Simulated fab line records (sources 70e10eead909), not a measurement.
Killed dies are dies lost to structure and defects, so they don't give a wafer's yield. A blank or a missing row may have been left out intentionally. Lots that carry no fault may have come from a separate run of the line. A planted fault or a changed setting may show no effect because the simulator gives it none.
fab line records	flow nand-harc	part 1 of 2: steps 1 to 21 of 32
[record] lots = 5	wafers = 15	last-day = 32
route steps=1302 shown P_M0@284 P_M1@285
lots that met no fault: from a run of the same line without faults
start-h: start of the lot's first displayed wafer, in hours after the record's first day	wait-h: hours elapsed since this lot's preceding step	" repeats the value in the row above	L1.1+2: one row covering several wafers at once	- no value, or no start given	* or withheld: withheld	< > ~ a bound
route shown NAME@n: NAME is a module with steps in the file, n the number in the route of the first one	usual: the fault-free wafers' mean and standard deviation	same: alike in all rows	chamber/n: place in a boat	sites: readings site by site	_std_site: the values' standard deviation	_edge_site: outer sites' mean less inner sites'	radius-mm: for every site, how far away it sits from the centre of the wafer	mask NAME#n: copy n	behind: the most recent tool/chamber to have shaped the wafer	hold: cause of the lot's hold/its duration in hours/its outcome	device: the transistor (n, p or np) that didn't switch	end of line: at the end of the route, the tests of the same wafers	where a step has no rows: the recipe by itself	killed: dies lost to structure and defects at the first sort, not the wafer's yield	map: a wafer's dies, x killed, . not, _ none there
set.NAME: the setting the step ran with; set.NAME@STEP: the setting that earlier step ran with	model.NAME: the simulator's own value behind a step, which no gauge read
lots seen at some steps along the route; tables by step, rows by wafer
services: the hour from which a tool's chamber was out of use, counted from the record's first day as start-h (under 0 if before that day), plus the number of hours and why
[[steps]]
[step NHARC_P_M0_DEP_32]
[recipe] target-thk-a = 300	temp-c = 370	target-thk-nm = 30	pressure-torr = 3	flow-sccm = 200	rf-w = 450	material = SiCN
[usual] heater-power-w = 590/80
lot.wafer	tool	chamber	start-h	wait-h	heater-power-w
L074.2	pecvd-02	0	123.42	0.1	478
L074.1	"	1	"	"	515
L074.4	"	2	"	"	669
L081.2	pecvd-01	0	196.96	0.1	618
L081.1	"	1	"	"	674
L081.3	"	2	"	"	641
L091.5	pecvd-01	1	299.83	0.2	675
L091.6	"	2	"	"	545
L091.4	"	0	"	"	644
L093.2	pecvd-02	2	312.55	0.1	607
L093.4	"	1	"	"	615
L093.6	"	0	"	"	473
L092.1	pecvd-03	0	313.44	0.1	744
L092.3	"	1	"	"	591
L092.5	"	0	"	"	762
[step NHARC_P_M1_DEP_00]
[recipe] target-thk-a = 1825	target-thk-nm = 182.5	temp-c = withheld	pressure-torr = 5	flow-sccm = 200	rf-w = 600	material = SiOC
lot.wafer	tool	chamber	start-h	wait-h
L074.2+1+4	pecvd-03	0,2,2	123.80	-
L081.1+3+2	pecvd-02	0,1,2	197.37	-
L091.5+6+4	pecvd-02	2,0,1	300.25	-
L093.2+4+6	pecvd-02	2,1,0	-	-
L092.3+1+5	pecvd-02	1,2,1	313.86	-
[step NHARC_P_M1_DEHYDRATE_01]
[recipe] temp-c = 150	time-s = 120
[usual] exhaust-pa = 45.0/1.1	plate-temp-C = 150.02/0.19
lot.wafer	tool	chamber	start-h	wait-h	exhaust-pa	plate-temp-C
L074.1	litho-track-06	0	124.20	-	47.5	149.76
L074.2	"	0	"	"	45.0	150.06
L074.4	"	0	"	"	44.6	149.83
L081.1	litho-track-01	0	197.77	-	47.3	150.30
L081.2	"	0	"	"	45.1	150.14
L081.3	"	0	"	"	46.1	150.01
L091.4	litho-track-06	0	300.52	-	45.1	150.29
L091.5	"	0	"	"	44.7	150.14
L091.6	"	0	"	"	46.7	150.10
L093.2	litho-track-06	0	313.30	-	43.6	150.06
L093.4	"	0	"	"	44.3	150.39
L093.6	"	0	"	"	44.8	150.07
L092.1	litho-track-01	0	314.21	-	45.4	150.26
L092.3	"	0	"	"	45.3	150.25
L092.5	"	0	"	"	44.9	150.22
[step NHARC_P_M1_HMDS_02]
[recipe] time-s = 30
[usual] exhaust-pa = 45.0/0.84
lot.wafer	tool	chamber	start-h	wait-h	exhaust-pa
L074.1	litho-track-06	0	-	-	45.3
L074.2	"	0	"	"	45.4
L074.4	"	0	"	"	46.4
L081.1	litho-track-01	0	-	-	44.6
L081.2	"	0	"	"	47.4
L081.3	"	0	"	"	45.5
L091.4	litho-track-06	0	-	-	45.4
L091.5	"	0	"	"	45.1
L091.6	"	0	"	"	45.1
L093.2	litho-track-06	0	-	-	44.1
L093.4	"	0	"	"	44.3
L093.6	"	0	"	"	44.2
L092.1	litho-track-01	0	-	-	44.5
L092.3	"	0	"	"	44.8
L092.5	"	0	"	"	43.6
[step NHARC_P_M1_COAT_34]
[recipe] temp-c = 200	time-s = 65
[usual] exhaust-pa = 44.8/0.95	plate-temp-C = 200.02/0.16
lot.wafer	tool	chamber	start-h	wait-h	exhaust-pa	plate-temp-C
L074.1	litho-track-06	0	-	-	45.0	199.93
L074.2	"	0	"	"	46.6	200.33
L074.4	"	0	"	"	45.5	200.14
L081.1	litho-track-01	0	-	-	45.9	200.07
L081.2	"	0	"	"	44.8	200.10
L081.3	"	0	"	"	44.6	200.23
L091.4	litho-track-06	0	-	-	45.6	199.83
L091.5	"	0	"	"	45.9	199.85
L091.6	"	0	"	"	46.5	199.98
L093.2	litho-track-06	0	-	-	46.8	200.13
L093.4	"	0	"	"	45.6	200.41
L093.6	"	0	"	"	43.6	200.30
L092.1	litho-track-01	0	-	-	45.5	199.81
L092.3	"	0	"	"	43.5	199.74
L092.5	"	0	"	"	45.6	199.80
[step NHARC_P_M1_COAT_03]
[recipe] spin-rpm = 1500	resist-thk-nm = 90
[usual] dispense-pressure-kPa = 48/6.7	exhaust-pa = 45.0/0.78
lot.wafer	tool	chamber	start-h	wait-h	dispense-pressure-kPa	exhaust-pa
L074.1	litho-track-06	0	-	-	56	44.3
L074.2	"	0	"	"	56	45.0
L074.4	"	0	"	"	56	44.2
L081.1	litho-track-01	0	-	-	42	46.1
L081.2	"	0	"	"	42	46.2
L081.3	"	0	"	"	42	45.0
L091.4	litho-track-06	0	-	-	56	45.8
L091.5	"	0	"	"	56	45.2
L091.6	"	0	"	"	56	43.6
L093.2	litho-track-06	0	-	-	56	44.5
L093.4	"	0	"	"	56	44.5
L093.6	"	0	"	"	56	45.5
L092.1	litho-track-01	0	-	-	42	45.0
L092.3	"	0	"	"	42	45.5
L092.5	"	0	"	"	42	44.9
[step NHARC_P_M1_SOFTBAKE_04]
[recipe] temp-c = 105	time-s = 55
[usual] exhaust-pa = 44.9/0.91	plate-temp-C = 104.99/0.13
lot.wafer	tool	chamber	start-h	wait-h	exhaust-pa	plate-temp-C
L074.1	litho-track-06	0	-	-	44.7	105.03
L074.2	"	0	"	"	44.0	105.11
L074.4	"	0	"	"	43.6	105.12
L081.1	litho-track-01	0	-	-	45.5	105.04
L081.2	"	0	"	"	44.8	105.23
L081.3	"	0	"	"	44.8	104.99
L091.4	litho-track-06	0	-	-	44.5	105.11
L091.5	"	0	"	"	44.9	105.07
L091.6	"	0	"	"	44.8	105.15
L093.2	litho-track-06	0	-	-	44.8	104.94
L093.4	"	0	"	"	45.0	104.89
L093.6	"	0	"	"	45.1	104.79
L092.1	litho-track-01	0	-	-	42.6	104.82
L092.3	"	0	"	"	42.8	104.94
L092.5	"	0	"	"	45.9	104.85
[step NHARC_P_M1_EBR_05]
[usual] exhaust-pa = 45.2/0.88
lot.wafer	tool	chamber	start-h	wait-h	exhaust-pa
L074.1	litho-track-06	0	-	-	46.5
L074.2	"	0	"	"	44.6
L074.4	"	0	"	"	46.2
L081.1	litho-track-01	0	-	-	46.0
L081.2	"	0	"	"	45.6
L081.3	"	0	"	"	45.9
L091.4	litho-track-06	0	-	-	44.7
L091.5	"	0	"	"	45.2
L091.6	"	0	"	"	45.6
L093.2	litho-track-06	0	-	-	45.8
L093.4	"	0	"	"	44.8
L093.6	"	0	"	"	45.2
L092.1	litho-track-01	0	-	-	43.6
L092.3	"	0	"	"	45.9
L092.5	"	0	"	"	44.0
[step NHARC_P_M1_EXPOSE_06]
[recipe] na = 1.35	target-cd-nm = 130	dose-mj = 81.88	mask-id = P_M1
[usual] reticle-temp-C = 22.97/0.099
lot.wafer	tool	chamber	start-h	wait-h	mask	reticle-temp-C
L074.1	arfi-scanner-03	0	124.49	-	P_M1#0	23.14
L074.2	"	0	"	"	P_M1#0	23.01
L074.4	"	0	"	"	P_M1#0	23.06
L081.1	arfi-scanner-01	0	197.93	-	P_M1#0	22.79
L081.2	"	0	"	"	P_M1#0	23.05
L081.3	"	0	"	"	P_M1#0	23.06
L091.4	arfi-scanner-01	0	300.82	-	P_M1#0	22.88
L091.5	"	0	"	"	P_M1#0	22.89
L091.6	"	0	"	"	P_M1#0	22.86
L093.2	arfi-scanner-03	0	313.59	-	P_M1#0	23.08
L093.4	"	0	"	"	P_M1#0	22.84
L093.6	"	0	"	"	P_M1#0	22.86
L092.1	arfi-scanner-01	0	314.50	-	P_M1#0	22.97
L092.3	"	0	"	"	P_M1#0	23.11
L092.5	"	0	"	"	P_M1#0	23.04
[step NHARC_P_M1_PEB_07]
[recipe] peb-temp-c = 100	peb-time-s = 65
[usual] exhaust-pa = 45.1/0.9	plate-temp-C = 99.97/0.12
lot.wafer	tool	chamber	start-h	wait-h	exhaust-pa	plate-temp-C
L074.1	litho-track-04	0	124.55	0.1	45.0	99.94
L074.2	"	0	"	"	45.5	100.11
L074.4	"	0	"	"	44.5	99.98
L081.1	litho-track-06	0	197.99	0.1	45.4	100.01
L081.2	"	0	"	"	43.5	100.12
L081.3	"	0	"	"	46.1	100.03
L091.4	litho-track-06	0	300.87	0.0	44.9	100.07
L091.5	"	0	"	"	45.1	99.91
L091.6	"	0	"	"	44.6	99.95
L093.2	litho-track-04	0	313.65	0.1	45.7	100.04
L093.4	"	0	"	"	45.7	99.97
L093.6	"	0	"	"	45.5	99.80
L092.1	litho-track-04	0	314.56	0.1	43.9	99.91
L092.3	"	0	"	"	43.9	99.96
L092.5	"	0	"	"	44.3	99.98
[step NHARC_P_M1_DEVELOP_08]
[recipe] develop-time-s = 35	dev-temp-c = 23
[usual] exhaust-pa = 45.1/0.88
lot.wafer	tool	chamber	start-h	wait-h	exhaust-pa
L074.1	litho-track-04	0	-	-	43.8
L074.2	"	0	"	"	45.0
L074.4	"	0	"	"	44.2
L081.1	litho-track-06	0	-	-	44.6
L081.2	"	0	"	"	45.5
L081.3	"	0	"	"	44.9
L091.4	litho-track-06	0	-	-	43.6
L091.5	"	0	"	"	44.6
L091.6	"	0	"	"	44.1
L093.2	litho-track-04	0	-	-	44.7
L093.4	"	0	"	"	46.7
L093.6	"	0	"	"	45.5
L092.1	litho-track-04	0	-	-	45.5
L092.3	"	0	"	"	45.2
L092.5	"	0	"	"	44.7
[step NHARC_P_M1_CD_MEAS_09]
[recipe] target-cd-nm = 130	landing-energy-ev = 500
[usual] cd-nm = 130.2/0.64
lot.wafer	tool	chamber	start-h	wait-h	cd-nm
L074.1	cd-sem-03	0	124.63	-	130.7
L074.2	"	0	"	"	131.7
L074.4	"	0	"	"	130.1
L081.1	cd-sem-03	0	198.07	-	131.0
L081.2	"	0	"	"	131.0
L081.3	"	0	"	"	129.9
L091.4	cd-sem-01	0	300.95	-	131.0
L091.5	"	0	"	"	130.9
L091.6	"	0	"	"	130.6
L093.2	cd-sem-02	0	313.73	-	131.0
L093.4	"	0	"	"	129.8
L093.6	"	0	"	"	129.9
L092.1	cd-sem-02	0	314.64	-	130.2
L092.3	"	0	"	"	129.9
L092.5	"	0	"	"	131.8
[step NHARC_P_M1_OVL_MEAS_10]
[recipe] pitch-nm = 260
[usual] overlay-x-nm = 0.1/0.72	overlay-y-nm = 0.1/0.65
lot.wafer	tool	chamber	start-h	wait-h	overlay-x-nm	overlay-y-nm
L074.1	overlay-02	-	124.72	-	-0.4	0.0
L074.2	"	-	"	"	-0.3	0.1
L074.4	"	-	"	"	-0.5	-0.5
L081.1	overlay-01	-	198.16	-	-0.4	0.0
L081.2	"	-	"	"	-0.5	-0.1
L081.3	"	-	"	"	-0.4	0.3
L091.4	overlay-02	-	301.03	-	-0.2	0.5
L091.5	"	-	"	"	0.5	0.6
L091.6	"	-	"	"	0.6	-0.1
L093.2	overlay-01	-	313.82	-	1.1	0.2
L093.4	"	-	"	"	1.1	0.6
L093.6	"	-	"	"	1.2	0.3
L092.1	overlay-01	-	314.73	-	0.8	0.1
L092.3	"	-	"	"	0.9	0.0
L092.5	"	-	"	"	0.7	0.3
[step NHARC_P_M1_INSPECT_11]
[usual] raw-defect-count = 4.5/2.7
lot.wafer	tool	chamber	start-h	wait-h	raw-defect-count
L074.1	defect-inspect-01	-	124.76	0.0	3
L074.2	"	-	"	"	5
L074.4	"	-	"	"	2
L081.1	defect-inspect-02	-	198.20	0.0	4
L081.2	"	-	"	"	5
L081.3	"	-	"	"	3
L091.4	defect-inspect-01	-	301.07	0.0	6
L091.5	"	-	"	"	6
L091.6	"	-	"	"	2
L093.2	defect-inspect-02	-	313.85	0.0	4
L093.4	"	-	"	"	2
L093.6	"	-	"	"	1
L092.1	defect-inspect-01	-	314.76	0.0	1
L092.3	"	-	"	"	4
L092.5	"	-	"	"	4
[step NHARC_P_M1_DESCUM_14]
[recipe] time-s = 3	o2-flow-sccm = 200	ar-flow-sccm = 0	bias-power-w = 0	chemistry = O2
[usual] chamber-pressure-mTorr = 60.00/0.054	drypump-motor-current-A = 5.7/0.41	oes-product-au = 1.000/0.013	rf-vpp-V = 57.7/0.95	showerhead-plenum-p-Torr = 1.88/0.065	throttle-valve-pct = 11.311/0.0077
lot.wafer	tool	chamber	start-h	wait-h	chamber-pressure-mTorr	drypump-motor-current-A	oes-product-au	rf-hours-counter-h	rf-vpp-V	showerhead-plenum-p-Torr	throttle-valve-pct
L074.4	rie-diel-03	3	124.82	0.1	60.03	6.1	1.001	0.5	58.3	1.81	11.303
L074.1	"	0	"	"	59.97	5.8	1.011	0.4	57.1	1.82	11.316
L074.2	"	1	"	"	60.02	5.7	0.994	0.5	58.7	1.99	11.296
L081.2	rie-diel-03	3	198.26	0.1	60.00	6.1	0.981	6.0	56.7	1.81	11.319
L081.3	"	0	"	"	59.97	5.8	1.011	6.6	57.7	1.82	11.311
L081.1	"	1	"	"	59.99	5.7	0.989	6.8	59.8	1.99	11.314
L091.4	rie-diel-11	3	301.15	0.1	60.03	6.3	1.015	3.7	57.4	1.96	11.302
L091.6	"	1	"	"	59.98	5.2	1.000	-	57.5	1.91	11.302
L091.5	"	2	"	"	59.96	5.8	1.004	-	56.8	1.89	11.306
L093.4	rie-diel-11	2	313.92	0.1	60.03	5.7	0.991	3.0	57.9	1.89	11.300
L093.2	"	0	"	"	60.12	5.4	1.014	4.5	55.8	1.80	11.323
L093.6	"	3	"	"	59.92	6.3	1.013	-	58.3	1.96	11.306
L092.3	rie-diel-11	0	314.82	0.1	59.95	5.4	1.029	4.6	56.7	1.80	11.302
L092.1	"	3	"	"	60.02	6.3	1.011	4.7	57.2	1.96	11.320
L092.5	"	1	"	"	60.03	5.2	0.996	-	58.4	1.91	11.314
[step NHARC_P_M1_ETCH_35]
[recipe] target-depth-a = 400	overetch-a = 120	time-s = 43.94	ion-energy-ev = 200	n2-flow-sccm = 150	h2-flow-sccm = 150	ar-flow-sccm = 0	rf-w = 400	bias-w = 150	chemistry = N2/H2
[usual] chamber-pressure-mTorr = 30.000/0.028	drypump-motor-current-A = 5.7/0.4	oes-product-au = 1.000/0.013	rf-vpp-V = 429.2/2.2	showerhead-plenum-p-Torr = 2.00/0.072	throttle-valve-pct = 14.170/0.0097
lot.wafer	tool	chamber	start-h	wait-h	chamber-pressure-mTorr	drypump-motor-current-A	oes-product-au	rf-hours-counter-h	rf-vpp-V	showerhead-plenum-p-Torr	throttle-valve-pct
L074.1	rie-diel-03	2	124.90	0.1	30.019	5.0	1.002	0.6	428.2	2.00	14.170
L074.4	"	3	"	"	30.034	6.1	1.005	0.5	427.0	1.93	14.173
L074.2	"	1	"	"	30.000	5.8	1.006	0.5	433.1	2.13	14.164
L081.3	rie-diel-03	0	198.35	0.1	30.006	5.7	0.993	6.6	427.7	1.94	14.163
L081.2	"	1	"	"	29.956	5.7	0.983	6.8	432.5	2.13	14.181
L081.1	"	2	"	"	29.950	5.0	1.007	6.7	429.1	1.99	14.161
L091.4	rie-diel-11	1	301.23	0.1	29.972	5.2	0.995	2.7	431.6	2.03	14.168
L091.6	"	3	"	"	30.033	6.2	1.026	-	431.8	2.09	14.158
L091.5	"	0	"	"	30.044	5.4	1.005	-	428.5	1.91	14.166
L093.4	rie-diel-11	1	314.01	0.1	30.002	5.2	0.996	3.6	430.3	2.03	14.148
L093.2	"	2	"	"	29.959	5.8	1.001	3.0	431.1	2.01	14.175
L093.6	"	0	"	"	30.000	5.4	0.999	-	426.5	1.91	14.152
L092.1	rie-diel-11	1	314.92	0.1	30.009	5.2	0.986	3.7	429.1	2.03	14.172
L092.3	"	3	"	"	29.984	6.3	1.016	4.7	432.5	2.09	14.176
L092.5	"	1	"	"	30.014	5.2	1.006	-	430.5	2.03	14.172
[step NHARC_P_M1_ETCH_15]
[recipe] target-depth-a = 1825	time-s = 91.2	c4f8-flow-sccm = withheld	ar-flow-sccm = 400	rf-w = 600	bias-w = 300	chemistry = C4F8/Ar
[usual] chamber-pressure-mTorr = 25.002/0.025	oes-product-au = 0.952/0.024	rf-vpp-V = 439.8/2.2
lot.wafer	tool	chamber	start-h	wait-h	chamber-pressure-mTorr	oes-product-au	rf-hours-counter-h	rf-vpp-V
L074.4	rie-diel-03	2	-	-	25.016	0.979	0.6	441.1
L074.2	"	0	"	"	25.013	0.964	0.4	437.0
L074.1	"	1	"	"	24.991	0.958	0.5	442.8
L081.1	rie-diel-03	0	-	-	24.995	0.968	6.7	435.2
L081.2	"	2	"	"	25.016	0.972	6.7	439.6
L081.3	"	3	"	"	24.989	0.950	6.1	437.7
L091.4	rie-diel-11	0	-	-	24.973	0.982	3.7	438.0
L091.5	"	1	"	"	25.000	0.957	-	441.4
L091.6	"	2	"	"	25.031	0.958	-	439.6
L093.2	rie-diel-11	1	-	-	24.984	0.925	3.7	441.5
L093.4	"	0	"	"	25.013	0.938	4.5	436.4
L093.6	"	2	"	"	24.996	0.919	-	439.4
L092.3	rie-diel-11	1	-	-	25.006	0.944	3.7	440.6
L092.1	"	2	"	"	24.957	0.957	3.1	441.2
L092.5	"	2	"	"	24.982	0.962	-	440.5
[step NHARC_P_M1_CD_MEAS_16]
[usual] cd-nm = 130.4/1
lot.wafer	tool	chamber	start-h	wait-h	cd-nm
L074.1	cd-sem-01	-	125.12	-	130.2
L074.2	"	-	"	"	130.9
L074.4	"	-	"	"	130.1
L081.1	cd-sem-03	-	198.56	-	131.0
L081.2	"	-	"	"	130.8
L081.3	"	-	"	"	128.7
L091.4	cd-sem-03	-	301.44	-	132.0
L091.5	"	-	"	"	131.9
L091.6	"	-	"	"	132.5
L093.2	cd-sem-03	-	314.22	-	131.2
L093.4	"	-	"	"	129.0
L093.6	"	-	"	"	131.6
L092.1	cd-sem-02	-	315.13	-	130.8
L092.3	"	-	"	"	130.9
L092.5	"	-	"	"	132.2
[step NHARC_P_M1_STRIP_18]
[recipe] power-w = 1000	n2-flow-sccm = 150	h2-flow-sccm = 150	ar-flow-sccm = 0	bias-w = 0	chemistry = N2/H2
[usual] chamber-pressure-mTorr = 29.998/0.028	drypump-motor-current-A = 5.7/0.4	oes-product-au = 1.002/0.011	rf-vpp-V = 90.4/0.87	showerhead-plenum-p-Torr = 2.02/0.077	throttle-valve-pct = 14.172/0.0092
lot.wafer	tool	chamber	start-h	wait-h	chamber-pressure-mTorr	drypump-motor-current-A	oes-product-au	rf-hours-counter-h	rf-vpp-V	showerhead-plenum-p-Torr	throttle-valve-pct
L074.1	rie-diel-04	1	125.22	0.1	29.969	5.6	0.997	32	90.5	2.12	14.162
L074.4	"	2	"	"	29.982	6.2	1.014	35	91.2	2.19	14.171
L074.2	"	3	"	"	30.007	5.6	1.011	32	90.9	2.04	14.170
L081.1	rie-diel-11	3	198.64	0.1	29.997	6.3	1.002	6	91.6	2.09	14.161
L081.2	"	0	"	"	29.968	5.4	1.019	5	90.6	1.92	14.179
L081.3	"	2	"	"	29.956	5.8	1.006	7	89.5	2.01	14.180
L091.4	rie-diel-11	3	301.53	0.1	29.985	6.3	1.009	4	89.6	2.09	14.159
L091.6	"	2	"	"	30.024	5.8	1.002	-	90.2	2.01	14.171
L091.5	"	3	"	"	30.000	6.3	1.010	-	91.1	2.09	14.171
L093.4	rie-diel-03	3	314.32	0.1	29.988	6.1	1.001	2	88.9	1.92	14.183
L093.2	"	1	"	"	30.019	5.8	0.986	3	89.8	2.12	14.176
L093.6	"	3	"	"	30.018	6.1	0.999	-	89.4	1.92	14.163
L092.1	rie-diel-03	0	315.20	0.1	29.962	5.7	0.996	3	91.1	1.93	14.171
L092.3	"	1	"	"	29.998	5.8	0.990	3	89.9	2.12	14.159
L092.5	"	1	"	"	30.005	5.8	0.991	-	91.3	2.12	14.162
[step NHARC_P_M1_ETCH_28]
[recipe] target-depth-a = 300	over-etch-frac = 0.3	time-s = 72.99	ion-energy-ev = 150	cf4-flow-sccm = 50	n2-flow-sccm = 100	ar-flow-sccm = 150	rf-w = 300	bias-w = 100	chemistry = CF4/N2
[usual] chamber-pressure-mTorr = 29.999/0.027	drypump-motor-current-A = 5.7/0.39	oes-product-au = 1.003/0.012	rf-vpp-V = 313.6/1.8	showerhead-plenum-p-Torr = 2.60/0.09	throttle-valve-pct = 19.794/0.0097
lot.wafer	tool	chamber	start-h	wait-h	chamber-pressure-mTorr	drypump-motor-current-A	oes-product-au	rf-hours-counter-h	rf-vpp-V	showerhead-plenum-p-Torr	throttle-valve-pct
L074.1	rie-diel-04	3	-	-	30.005	5.6	1.009	32	313.2	2.63	19.803
L074.4	"	0	"	"	30.023	6.0	1.021	29	313.9	2.67	19.779
L074.2	"	1	"	"	30.001	5.6	0.992	32	316.0	2.72	19.801
L081.3	rie-diel-11	2	-	-	30.016	5.7	0.994	7	311.5	2.59	19.801
L081.1	"	3	"	"	29.979	6.3	0.997	7	315.3	2.69	19.787
L081.2	"	0	"	"	29.994	5.4	1.027	5	311.9	2.48	19.801
L091.4	rie-diel-11	1	-	-	29.993	5.2	0.996	3	314.2	2.62	19.784
L091.6	"	1	"	"	30.021	5.2	1.001	-	315.0	2.62	19.791
L091.5	"	2	"	"	29.960	5.7	1.000	-	313.5	2.59	19.793
L093.2	rie-diel-03	2	-	-	29.953	5.0	1.007	3	314.1	2.57	19.792
L093.4	"	3	"	"	29.994	6.1	1.011	3	312.0	2.49	19.787
L093.6	"	1	"	"	30.021	5.8	0.990	-	315.2	2.72	19.784
L092.1	rie-diel-03	2	-	-	29.996	5.0	1.002	3	312.4	2.57	19.808
L092.3	"	3	"	"	30.028	6.1	0.995	3	311.7	2.48	19.806
L092.5	"	1	"	"	30.008	5.8	0.991	-	314.3	2.72	19.813
[step NHARC_P_M1_STRIP_19]
[recipe] time-s = 600	temp-c = 30	chemistry = post-etch-residue-remover
lot.wafer	tool	chamber	start-h	wait-h
L074.2+1+4	wet-bench-10	2,5,7	125.57	-
L081.1+3+2	wet-bench-10	1,2,5	199.02	-
L091.5+4+6	wet-bench-10	5,7,1	301.89	-
L093.4+2+6	wet-bench-08	4,5,0	315.08	-
L092.3+5+1	wet-bench-08	0,1,3	315.59	-
